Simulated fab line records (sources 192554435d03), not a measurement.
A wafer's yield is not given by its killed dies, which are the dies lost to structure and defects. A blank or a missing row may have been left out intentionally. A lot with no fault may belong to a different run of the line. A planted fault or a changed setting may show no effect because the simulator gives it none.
Matching of chambers + flow n5-finfet + N5_BEOL_M1_VIA_ETCH_34 on rie-diel-05: 4 sister chambers
The step etches the open film in C4F6/O2, target depth 67.8 nm, time 64.4 s. 14 wafers are shown with their chamber, then 7 later ones without.

## EACH WAFER AND ITS CHAMBER
| wafer  | chamber | showerhead-plenum-p-Torr (Torr) | throttle-valve-pct (%) | drypump-motor-current-A (A) |
|--------|---------|---------------------------------|------------------------|-----------------------------|
| L076.1 | 3       | 2.82                            | 30.29                  | 5.2                         |
| L076.4 | 1       | 2.93                            | 30.90                  | 5.7                         |
| L076.5 | 2       | 2.97                            | 31.17                  | 6.0                         |
| L079.1 | 3       | 2.82                            | 30.29                  | 5.1                         |
| L079.4 | 2       | 2.97                            | 31.18                  | 6.0                         |
| L079.6 | 0       | 2.81                            | 31.13                  | 5.8                         |
| L084.1 | 2       | 2.96                            | 31.20                  | 6.0                         |
| L084.4 | 3       | 2.81                            | 30.31                  | 5.2                         |
| L084.6 | 1       | 2.93                            | 30.92                  | 5.6                         |
| L086.1 | 3       | 2.81                            | 30.31                  | 5.1                         |
| L086.5 | 1       | 2.93                            | 30.92                  | 5.6                         |
| L086.6 | 0       | 2.81                            | 30.99                  | 5.8                         |
| L087.1 | 3       | 2.81                            | 30.31                  | 5.2                         |
| L087.2 | 2       | 2.96                            | 31.19                  | 6.0                         |

SIGNATURES (averages over the wafers above)
| reading                  | chamber 0 | chamber 1 | chamber 2 | chamber 3 | scatter within a chamber |
|--------------------------|-----------|-----------|-----------|-----------|--------------------------|
| showerhead-plenum-p-Torr | 2.8100    | 2.9300    | 2.9650    | 2.8140    | 0.00469                  |
| throttle-valve-pct       | 31.0600   | 30.9133   | 31.1850   | 30.3020   | 0.0332                   |
| drypump-motor-current-A  | 5.800     | 5.633     | 6.000     | 5.160     | 0.0432                   |
Rule: for a wafer and a chamber, the distance is found by dividing, reading by reading, the gap between the wafer's reading and the chamber's mean by the reading's scatter, squaring, summing and taking the root. If the next closest chamber is less than 2 further off than the closest, the wafer can't be placed; otherwise it belongs to the closest. How the scatter is found: for the shown wafers, subtract from each reading the mean of its chamber, square and add these, divide the total by (wafers less chambers), then take the root.

## WAFERS MISSING THEIR CHAMBER
| wafer  | showerhead-plenum-p-Torr (Torr) | throttle-valve-pct (%) | drypump-motor-current-A (A) |
|--------|---------------------------------|------------------------|-----------------------------|
| L087.5 | 2.81                            | 30.99                  | 5.8                         |
| L091.1 | 2.81                            | 30.35                  | 5.2                         |
| L091.2 | 2.92                            | 30.93                  | 5.6                         |
| L091.6 | 2.81                            | 30.32                  | 5.2                         |
| L097.2 | 2.80                            | 31.01                  | 5.8                         |
| L097.3 | 2.80                            | 30.33                  | 5.2                         |
| L097.6 | 2.95                            | 31.22                  | 6.0                         |

## WHICH CHAMBER EACH ONE RAN IN
| wafer  | from the rows above | in truth |
|--------|---------------------|----------|
| L087.5 | 0                   | 0        |
| L091.1 | 3                   | 3        |
| L091.2 | 1                   | 1        |
| L091.6 | 3                   | 3        |
| L097.2 | 0                   | 0        |
| L097.3 | 3                   | 3        |
| L097.6 | 2                   | 2        |
Correct placement for 7 of the 7. Can't be placed from these rows: 0. Number placed wrongly: 0.
